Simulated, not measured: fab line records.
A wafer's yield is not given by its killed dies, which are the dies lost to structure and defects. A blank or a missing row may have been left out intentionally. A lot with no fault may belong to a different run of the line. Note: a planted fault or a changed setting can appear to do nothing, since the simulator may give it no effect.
fab line records    flow nandHarc    part 1 of 2: steps 1 to 25 of 33
[record] lots = 5  wafers = 15  lastDay = 26
route steps=1159 shown P_ZERO_WELL@62 P_STI@69
lots that met no fault: taken from a fault-free run of the same line
startH: the number of hours between the record's first day and the start of the first shown wafer of the lot    waitH: time in hours since the lot's previous step    " as in the row above    L1.1+2: one row covering several wafers at once    - no value, or no start was given    * or withheld: withheld    < > ~ a bound
route shown NAME@n: a module of which the file shows steps, and the number in the route of the first    usual: average and standard deviation across the fault-free wafers    same: alike in all rows    chamber/n: place in a boat    sites: each site's reading    _std_site: standard deviation of those values    _edge_site: outer sites' mean less inner sites'    radiusMm: for every site, how far away it sits from the centre of the wafer    mask NAME#n: copy n    behind: the most recent tool/chamber to have shaped the wafer    hold: why the lot went on hold/how many hours it stayed there/how the hold came to an end    device: transistor that didn't switch, given as n, p or np    end of line: the same wafers' tests at the end of the route    a step given without rows: its recipe and nothing more    killed: dies lost to structure and defects at the first sort, not the wafer's yield    map: dies across one wafer; x = killed, . = not, _ = none there
set.NAME: the setting as run; set.NAME@STEP: as run at that earlier step    model.NAME: the simulator's own value behind a step, which no gauge read
a table for each step, a row for each wafer; lots at some steps of the route
services: when a tool's chamber went out of use (startH, in hours from the record's first day, below 0 if earlier), for how many hours, and the reason
[[steps]]
[step NHARC_P_ZERO_WELL_IMPLANT_55]
[recipe] energyKev = 180  doseCm2 = 8e+11  tiltDeg = 7
lot.wafer   tool          chamber  startH  waitH
L074.2+3+4  implanter-02  0        18.21   0.2
L083.1+2+4  implanter-02  0        72.12   0.1
L091.2+5+6  implanter-02  0        120.19  0.2
L092.1+3+4  implanter-01  0        126.09  0.1
L097.1+2+5  implanter-02  0        156.11  0.1
[step NHARC_P_ZERO_WELL_IMPLANT_61]
[recipe] energyKev = 30  doseCm2 = 5e+11  tiltDeg = 7
lot.wafer   tool          chamber  startH  waitH
L074.2+3+4  implanter-02  0        18.39   0.1
L083.1+2+4  implanter-02  0        72.30   0.2
L091.2+5+6  implanter-02  0        120.37  0.1
L092.1+3+4  implanter-01  0        126.27  0.1
L097.1+2+5  implanter-02  0        156.28  0.1
[step NHARC_P_ZERO_WELL_STRIP_56]
[recipe] timeS = 840  tempC = 130  chemistry = SPM
lot.wafer   tool         chamber  startH  waitH
L074.3+2+4  wetBench-06  0,2,3    18.58   0.1
L083.2+1+4  wetBench-02  5,7,1    72.51   0.2
L091.5+6+2  wetBench-01  7,0,2    120.57  0.1
L092.1+4+3  wetBench-02  7,0,1    126.49  0.2
L097.2+5+1  wetBench-06  6,0,3    156.50  0.2
[step NHARC_P_ZERO_WELL_PRECLEAN_68]
[recipe] timeS = 60  tempC = 50  bathAgeMin = 0  chemistry = SC1
[usual] sc1H2o2EndMolL = 0.3698/0.00065
lot.wafer  tool         chamber  startH  waitH  sc1H2o2EndMolL
L074.3     wetBench-06  0        -       -      0.3699
L074.2     "            2        "       "      0.3691
L074.4     "            3        "       "      0.3698
L083.2     wetBench-02  5        -       -      0.3698
L083.1     "            7        "       "      0.3697
L083.4     "            1        "       "      0.3699
L091.5     wetBench-01  7        -       -      0.3689
L091.6     "            0        "       "      0.3701
L091.2     "            2        "       "      0.3700
L092.1     wetBench-02  7        -       -      0.3707
L092.4     "            0        "       "      0.3702
L092.3     "            1        "       "      0.3693
L097.2     wetBench-06  6        -       -      0.3693
L097.5     "            0        "       "      0.3705
L097.1     "            3        "       "      0.3701
[step NHARC_P_ZERO_WELL_SRD_69]
lot.wafer   tool         chamber  startH  waitH
L074.3+2+4  wetBench-06  0,2,3    -       -
L083.2+1+4  wetBench-02  5,7,1    -       -
L091.5+6+2  wetBench-01  7,0,2    -       -
L092.1+4+3  wetBench-02  7,0,1    -       -
L097.2+5+1  wetBench-06  6,0,3    -       -
[step NHARC_P_ZERO_WELL_RTA_42]
[recipe] tempC = 1100  timeS = 300
[usual] lampPowerPct = 32.8/1.4  wafer_temp_C_max = 1106.7/2
lot.wafer  tool          chamber  startH  waitH  lampPowerPct  wafer_temp_C_max
L074.2     rtpAnneal-02  0        19.11   -      31.6          1107.3
L074.3     "             0        "       "      31.7          1108.8
L074.4     "             0        "       "      31.7          1109.4
L083.1     rtpAnneal-01  0        73.12   -      34.7          1106.0
L083.2     "             0        "       "      34.6          1105.2
L083.4     "             0        "       "      34.7          1105.2
L091.2     rtpAnneal-01  0        121.10  -      34.7          1104.6
L091.5     "             0        "       "      34.7          1104.5
L091.6     "             0        "       "      34.7          1104.4
L092.1     rtpAnneal-02  0        126.92  -      31.7          1110.2
L092.3     "             0        "       "      31.7          1108.5
L092.4     "             0        "       "      31.7          1108.6
L097.1     rtpAnneal-02  0        156.93  -      31.7          1109.4
L097.2     "             0        "       "      31.7          1106.8
L097.5     "             0        "       "      31.7          1107.6
[step NHARC_P_ZERO_WELL_INSPECT_43]
[usual] rawDefectCount = 13/6.3
lot.wafer  tool              chamber  startH  waitH  rawDefectCount
L074.2     defectInspect-01  -        19.68   0.5    16
L074.3     "                 -        "       "      5
L074.4     "                 -        "       "      10
L083.1     defectInspect-02  -        73.80   0.6    11
L083.2     "                 -        "       "      7
L083.4     "                 -        "       "      5
L091.2     defectInspect-01  -        121.68  0.5    14
L091.5     "                 -        "       "      27
L091.6     "                 -        "       "      11
L092.1     defectInspect-02  -        127.61  0.6    14
L092.3     "                 -        "       "      13
L092.4     "                 -        "       "      2
L097.1     defectInspect-02  -        157.61  0.6    19
L097.2     "                 -        "       "      11
L097.5     "                 -        "       "      14
[step NHARC_P_STI_ETCH_26]
[recipe] targetDepthA = 110  chemistry = dHF  material = SiO2
lot.wafer   tool         chamber  startH  waitH
L074.2+3+4  wetBench-05  0,2,4    19.73   0.0
L083.2+4+1  wetBench-09  6,7,2    73.87   0.1
L091.6+5+2  wetBench-05  2,3,4    121.73  0.0
L092.4+1+3  wetBench-09  2,4,5    127.67  0.1
L097.2+5+1  wetBench-09  7,1,2    157.67  0.1
[step NHARC_P_STI_PRECLEAN_27]
[recipe] timeS = *  tempC = 50  bathAgeMin = 0  chemistry = SC1
[usual] sc1H2o2EndMolL = 0.3697/0.00064
lot.wafer  tool         chamber  startH  waitH  sc1H2o2EndMolL
L074.2     wetBench-05  0        19.80   0.1    0.3690
L074.3     "            2        "       "      0.3697
L074.4     "            4        "       "      0.3701
L083.2     wetBench-09  6        73.92   0.0    0.3702
L083.4     "            7        "       "      0.3699
L083.1     "            2        "       "      0.3707
L091.6     wetBench-05  2        121.80  0.1    0.3704
L091.5     "            3        "       "      0.3708
L091.2     "            4        "       "      0.3694
L092.4     wetBench-09  2        127.73  0.0    0.3705
L092.1     "            4        "       "      0.3694
L092.3     "            5        "       "      0.3690
L097.2     wetBench-09  7        157.73  0.0    0.3706
L097.5     "            1        "       "      0.3700
L097.1     "            2        "       "      0.3700
[step NHARC_P_STI_SRD_28]
lot.wafer   tool         chamber  startH  waitH
L074.2+3+4  wetBench-05  0,2,4    -       -
L083.2+4+1  wetBench-09  6,7,2    -       -
L091.6+5+2  wetBench-05  2,3,4    -       -
L092.4+1+3  wetBench-09  2,4,5    -       -
L097.2+5+1  wetBench-09  7,1,2    -       -
[step NHARC_P_STI_OXIDE_29]
[recipe] targetThkA = 100  tempC = 900  oxTimeS = 1362  material = SiO2
[usual] zonePowerLowerPct = 18.1/0.89
lot.wafer  tool        chamber  startH  waitH  zonePowerLowerPct
L074.2     furnace-04  0        20.84   -      18.9
L074.3     "           0        "       "      18.9
L074.4     "           0        "       "      18.5
L083.1     furnace-04  0        80.20   -      18.5
L083.2     "           0        "       "      19.0
L083.4     "           0        "       "      19.2
L091.2     furnace-04  0        125.58  -      18.7
L091.5     "           0        "       "      18.8
L091.6     "           0        "       "      19.0
L092.1     furnace-06  0        133.28  -      17.3
L092.3     "           0        "       "      17.4
L092.4     "           0        "       "      17.4
L097.1     furnace-04  0        164.09  -      18.5
L097.2     "           0        "       "      18.6
L097.5     "           0        "       "      18.9
[step NHARC_P_STI_HM_DEP_30]
[recipe] targetThkA = 800  tempC = 790  pressureMtorr = 300  timeS = 873  material = Si3N4
[usual] zonePowerLowerPct = 14.0/0.85
lot.wafer  tool      chamber  startH  waitH  zonePowerLowerPct
L074.2     lpcvd-01  1        28.19   3.6    13.8
L074.3     "         1        "       "      13.9
L074.4     "         1        "       "      13.7
L083.1     lpcvd-02  0        87.48   3.6    14.8
L083.2     "         0        "       "      15.2
L083.4     "         0        "       "      15.1
L091.2     lpcvd-01  0        132.88  3.6    13.1
L091.5     "         0        "       "      12.9
L091.6     "         0        "       "      13.1
L092.1     lpcvd-01  1        140.59  3.6    13.6
L092.3     "         1        "       "      13.6
L092.4     "         1        "       "      13.8
L097.1     lpcvd-02  0        171.35  3.6    15.1
L097.2     "         0        "       "      14.8
L097.5     "         0        "       "      15.0
[step NHARC_P_STI_DEHYDRATE_01]
[recipe] tempC = 150  timeS = 120
[usual] exhaustPa = 45.0/0.79  plateTempC = 150.01/0.13  resistLineTempC = 22.99/0.11
lot.wafer  tool           chamber  startH  waitH  exhaustPa  plateTempC  resistLineTempC
L074.2     lithoTrack-03  0        31.87   0.4    46.9       149.94      23.16
L074.3     "              0        "       "      47.0       150.10      22.78
L074.4     "              0        "       "      45.7       150.07      22.95
L083.1     lithoTrack-05  0        91.08   0.4    44.9       149.89      23.01
L083.2     "              0        "       "      45.7       149.88      22.97
L083.4     "              0        "       "      44.6       149.99      22.93
L091.2     lithoTrack-05  0        136.51  0.4    44.5       149.90      22.89
L091.5     "              0        "       "      43.8       149.95      23.04
L091.6     "              0        "       "      45.7       149.88      22.91
L092.1     lithoTrack-05  0        144.27  0.4    45.8       150.01      23.19
L092.3     "              0        "       "      44.8       149.85      23.01
L092.4     "              0        "       "      44.4       149.96      23.21
L097.1     lithoTrack-02  0        175.02  0.4    46.4       150.13      22.89
L097.2     "              0        "       "      45.9       150.04      23.09
L097.5     "              0        "       "      45.7       150.13      23.02
[step NHARC_P_STI_HMDS_02]
[recipe] timeS = 30
[usual] exhaustPa = 45.0/1  resistLineTempC = 23.01/0.097
lot.wafer  tool           chamber  startH  waitH  exhaustPa  resistLineTempC
L074.2     lithoTrack-03  0        -       -      44.4       22.96
L074.3     "              0        "       "      44.8       22.88
L074.4     "              0        "       "      44.8       23.02
L083.1     lithoTrack-05  0        -       -      45.2       22.92
L083.2     "              0        "       "      45.6       22.74
L083.4     "              0        "       "      45.1       22.92
L091.2     lithoTrack-05  0        -       -      43.9       23.12
L091.5     "              0        "       "      44.9       23.32
L091.6     "              0        "       "      43.6       23.13
L092.1     lithoTrack-05  0        -       -      46.0       23.02
L092.3     "              0        "       "      46.7       23.09
L092.4     "              0        "       "      47.4       22.94
L097.1     lithoTrack-02  0        -       -      45.4       23.03
L097.2     "              0        "       "      44.0       23.02
L097.5     "              0        "       "      46.0       22.95
[step NHARC_P_STI_COAT_41]
[recipe] tempC = 200  timeS = 65
[usual] exhaustPa = 44.8/0.83  plateTempC = 200.00/0.15  resistLineTempC = 23.00/0.12
lot.wafer  tool           chamber  startH  waitH  exhaustPa  plateTempC  resistLineTempC
L074.2     lithoTrack-03  0        -       -      45.1       199.98      23.02
L074.3     "              0        "       "      43.2       199.97      23.03
L074.4     "              0        "       "      44.8       199.89      22.98
L083.1     lithoTrack-05  0        -       -      46.2       199.81      23.14
L083.2     "              0        "       "      44.5       199.95      23.09
L083.4     "              0        "       "      44.2       199.95      23.09
L091.2     lithoTrack-05  0        -       -      46.9       200.06      23.05
L091.5     "              0        "       "      45.6       200.26      23.09
L091.6     "              0        "       "      44.5       200.14      22.94
L092.1     lithoTrack-05  0        -       -      45.1       199.99      22.93
L092.3     "              0        "       "      44.8       200.12      22.94
L092.4     "              0        "       "      46.6       199.64      23.20
L097.1     lithoTrack-02  0        -       -      46.4       199.88      23.18
L097.2     "              0        "       "      44.4       200.01      22.93
L097.5     "              0        "       "      45.2       200.17      23.07
[step NHARC_P_STI_COAT_03]
[recipe] spinRpm = 2000  resistThkNm = 600
[usual] exhaustPa = 44.9/0.92  resistLineTempC = 23.03/0.096
lot.wafer  tool           chamber  startH  waitH  exhaustPa  resistLineTempC
L074.2     lithoTrack-03  0        -       -      44.7       22.96
L074.3     "              0        "       "      43.1       22.87
L074.4     "              0        "       "      44.4       22.92
L083.1     lithoTrack-05  0        -       -      45.6       22.89
L083.2     "              0        "       "      45.9       23.09
L083.4     "              0        "       "      45.2       23.09
L091.2     lithoTrack-05  0        -       -      45.1       23.12
L091.5     "              0        "       "      44.9       23.00
L091.6     "              0        "       "      44.6       23.09
L092.1     lithoTrack-05  0        -       -      45.7       22.98
L092.3     "              0        "       "      45.8       22.93
L092.4     "              0        "       "      46.5       22.89
L097.1     lithoTrack-02  0        -       -      43.7       22.98
L097.2     "              0        "       "      45.8       22.85
L097.5     "              0        "       "      44.5       23.03
[step NHARC_P_STI_SOFTBAKE_04]
[recipe] tempC = 125  timeS = 70
[usual] exhaustPa = 45.1/0.96  plateTempC = 124.98/0.14  resistLineTempC = 23.00/0.12
lot.wafer  tool           chamber  startH  waitH  exhaustPa  plateTempC  resistLineTempC
L074.2     lithoTrack-03  0        -       -      44.3       124.88      22.91
L074.3     "              0        "       "      44.3       124.92      23.01
L074.4     "              0        "       "      44.0       125.06      22.89
L083.1     lithoTrack-05  0        -       -      43.0       124.98      22.89
L083.2     "              0        "       "      44.2       125.06      23.11
L083.4     "              0        "       "      44.7       125.03      23.01
L091.2     lithoTrack-05  0        -       -      45.4       125.11      22.97
L091.5     "              0        "       "      42.3       125.05      23.10
L091.6     "              0        "       "      44.1       125.04      22.91
L092.1     lithoTrack-05  0        -       -      45.5       125.22      23.02
L092.3     "              0        "       "      45.9       124.87      23.13
L092.4     "              0        "       "      45.2       124.78      23.08
L097.1     lithoTrack-02  0        -       -      44.0       125.17      23.11
L097.2     "              0        "       "      44.2       125.09      23.15
L097.5     "              0        "       "      46.4       125.16      23.22
[step NHARC_P_STI_EBR_05]
[usual] exhaustPa = 44.7/0.89  resistLineTempC = 23.01/0.11
lot.wafer  tool           chamber  startH  waitH  exhaustPa  resistLineTempC
L074.2     lithoTrack-03  0        -       -      44.6       23.02
L074.3     "              0        "       "      44.9       23.00
L074.4     "              0        "       "      43.9       23.01
L083.1     lithoTrack-05  0        -       -      43.9       23.09
L083.2     "              0        "       "      43.8       23.18
L083.4     "              0        "       "      43.2       23.02
L091.2     lithoTrack-05  0        -       -      45.0       23.04
L091.5     "              0        "       "      44.1       23.10
L091.6     "              0        "       "      43.3       23.15
L092.1     lithoTrack-05  0        -       -      44.9       22.76
L092.3     "              0        "       "      46.0       22.93
L092.4     "              0        "       "      44.9       22.79
L097.1     lithoTrack-02  0        -       -      45.2       22.93
L097.2     "              0        "       "      46.1       22.87
L097.5     "              0        "       "      46.4       23.01
[step NHARC_P_STI_EXPOSE_06]
[recipe] na = 0.55  targetCdNm = 200  doseMj = 37.69  maskId = P_STI
[usual] stageVelMmS = 499.98/0.25
[same] na = 0.55
lot.wafer  tool           chamber  startH  waitH  mask     stageVelMmS
L074.2     krfScanner-04  0        32.17   -      P_STI#0  499.99
L074.3     "              0        "       "      P_STI#0  500.09
L074.4     "              0        "       "      P_STI#0  500.16
L083.1     krfScanner-03  0        91.51   -      P_STI#0  500.06
L083.2     "              0        "       "      P_STI#0  499.99
L083.4     "              0        "       "      P_STI#0  499.78
L091.2     krfScanner-01  0        136.69  -      P_STI#0  499.62
L091.5     "              0        "       "      P_STI#0  499.90
L091.6     "              0        "       "      P_STI#0  499.63
L092.1     krfScanner-04  0        144.56  -      P_STI#0  499.92
L092.3     "              0        "       "      P_STI#0  499.99
L092.4     "              0        "       "      P_STI#0  499.93
L097.1     krfScanner-04  0        175.19  -      P_STI#0  499.96
L097.2     "              0        "       "      P_STI#0  499.47
L097.5     "              0        "       "      P_STI#0  499.79
[step NHARC_P_STI_PEB_07]
[recipe] pebTempC = 128  pebTimeS = 80
[usual] exhaustPa = 44.8/0.93  plateTempC = 127.99/0.14  resistLineTempC = 23.00/0.11
lot.wafer  tool           chamber  startH  waitH  exhaustPa  plateTempC  resistLineTempC
L074.2     lithoTrack-03  0        32.23   0.1    44.0       127.81      22.99
L074.3     "              0        "       "      45.0       127.87      23.04
L074.4     "              0        "       "      45.0       128.11      23.07
L083.1     lithoTrack-02  0        91.58   0.1    44.6       128.18      23.12
L083.2     "              0        "       "      44.5       128.28      22.93
L083.4     "              0        "       "      45.2       128.16      22.96
L091.2     lithoTrack-02  0        136.75  0.1    43.3       127.78      23.18
L091.5     "              0        "       "      44.4       127.70      23.23
L091.6     "              0        "       "      45.3       127.99      23.25
L092.1     lithoTrack-03  0        144.63  0.1    44.5       127.92      22.94
L092.3     "              0        "       "      44.9       128.06      22.97
L092.4     "              0        "       "      44.7       127.82      23.24
L097.1     lithoTrack-03  0        175.25  0.1    45.0       128.08      23.17
L097.2     "              0        "       "      45.8       128.25      23.03
L097.5     "              0        "       "      45.4       128.19      23.08
[step NHARC_P_STI_DEVELOP_08]
[recipe] timeS = 50  devTempC = 22
[usual] exhaustPa = 45.0/0.94  resistLineTempC = 23.02/0.11
lot.wafer  tool           chamber  startH  waitH  exhaustPa  resistLineTempC
L074.2     lithoTrack-03  0        -       -      47.6       23.17
L074.3     "              0        "       "      47.1       23.00
L074.4     "              0        "       "      46.4       23.03
L083.1     lithoTrack-02  0        -       -      45.2       23.05
L083.2     "              0        "       "      45.8       22.99
L083.4     "              0        "       "      44.5       22.88
L091.2     lithoTrack-02  0        -       -      45.0       22.89
L091.5     "              0        "       "      45.5       22.92
L091.6     "              0        "       "      45.9       22.95
L092.1     lithoTrack-03  0        -       -      43.4       22.98
L092.3     "              0        "       "      44.2       22.99
L092.4     "              0        "       "      42.4       22.88
L097.1     lithoTrack-03  0        -       -      44.2       23.26
L097.2     "              0        "       "      46.6       22.92
L097.5     "              0        "       "      43.8       23.21
[step NHARC_P_STI_CD_MEAS_09]
[recipe] targetCdNm = 200  landingEnergyEv = 500
[usual] cdNm = 200.3/1.7
lot.wafer  tool      chamber  startH  waitH  cdNm
L074.2     cdSem-03  0        32.32   -      198.5
L074.3     "         0        "       "      200.5
L074.4     "         0        "       "      201.9
L083.1     cdSem-02  0        91.66   -      198.0
L083.2     "         0        "       "      198.0
L083.4     "         0        "       "      200.7
L091.2     cdSem-03  0        136.84  -      200.9
L091.5     "         0        "       "      201.1
L091.6     "         0        "       "      200.1
L092.1     cdSem-03  0        144.72  -      201.1
L092.3     "         0        "       "      199.4
L092.4     "         0        "       "      197.5
L097.1     cdSem-02  0        175.34  -      198.1
L097.2     "         0        "       "      198.8
L097.5     "         0        "       "      197.8
[step NHARC_P_STI_OVL_MEAS_10]
[usual] overlayXNm = -1/5  overlayYNm = -1/6.6
lot.wafer  tool        chamber  startH  waitH  overlayXNm  overlayYNm
L074.2     overlay-01  -        32.42   -      -8          3
L074.3     "           -        "       "      -8          4
L074.4     "           -        "       "      -8          3
L083.1     overlay-02  -        91.75   -      -2          7
L083.2     "           -        "       "      -2          7
L083.4     "           -        "       "      -2          7
L091.2     overlay-01  -        136.92  -      -3          -13
L091.5     "           -        "       "      -3          -12
L091.6     "           -        "       "      -3          -12
L092.1     overlay-01  -        144.80  -      6           -9
L092.3     "           -        "       "      6           -9
L092.4     "           -        "       "      7           -9
L097.1     overlay-01  -        175.44  -      -9          6
L097.2     "           -        "       "      -10         7
L097.5     "           -        "       "      -9          7
[step NHARC_P_STI_INSPECT_11]
[usual] rawDefectCount = 4.8/2.7
lot.wafer  tool              chamber  startH  waitH  rawDefectCount
L074.2     defectInspect-02  -        32.45   0.0    1
L074.3     "                 -        "       "      4
L074.4     "                 -        "       "      5
L083.1     defectInspect-02  -        91.79   0.0    5
L083.2     "                 -        "       "      11
L083.4     "                 -        "       "      6
L091.2     defectInspect-01  -        136.96  0.0    2
L091.5     "                 -        "       "      4
L091.6     "                 -        "       "      5
L092.1     defectInspect-01  -        144.84  0.0    6
L092.3     "                 -        "       "      5
L092.4     "                 -        "       "      6
L097.1     defectInspect-01  -        175.48  0.0    9
L097.2     "                 -        "       "      5
L097.5     "                 -        "       "      5
[step NHARC_P_STI_HARDBAKE_13]
[recipe] tempC = 118  timeS = 65
[usual] exhaustPa = 45.0/1  plateTempC = 117.99/0.15  resistLineTempC = 22.99/0.1
lot.wafer  tool           chamber  startH  waitH  exhaustPa  plateTempC  resistLineTempC
L074.2     lithoTrack-05  0        32.51   0.1    45.0       118.06      23.26
L074.3     "              0        "       "      42.8       118.25      23.15
L074.4     "              0        "       "      43.8       118.25      23.15
L083.1     lithoTrack-02  0        91.85   0.1    43.7       117.99      22.91
L083.2     "              0        "       "      44.2       118.28      22.99
L083.4     "              0        "       "      43.7       117.94      23.08
L091.2     lithoTrack-03  0        137.02  0.1    44.1       118.02      23.08
L091.5     "              0        "       "      44.5       117.79      22.93
L091.6     "              0        "       "      44.6       117.74      23.18
L092.1     lithoTrack-05  0        144.90  0.1    46.2       117.92      23.13
L092.3     "              0        "       "      45.3       117.81      23.04
L092.4     "              0        "       "      45.2       117.98      22.92
L097.1     lithoTrack-02  0        175.53  0.1    43.4       118.03      23.08
L097.2     "              0        "       "      44.8       118.07      23.00
L097.5     "              0        "       "      44.1       118.06      23.08
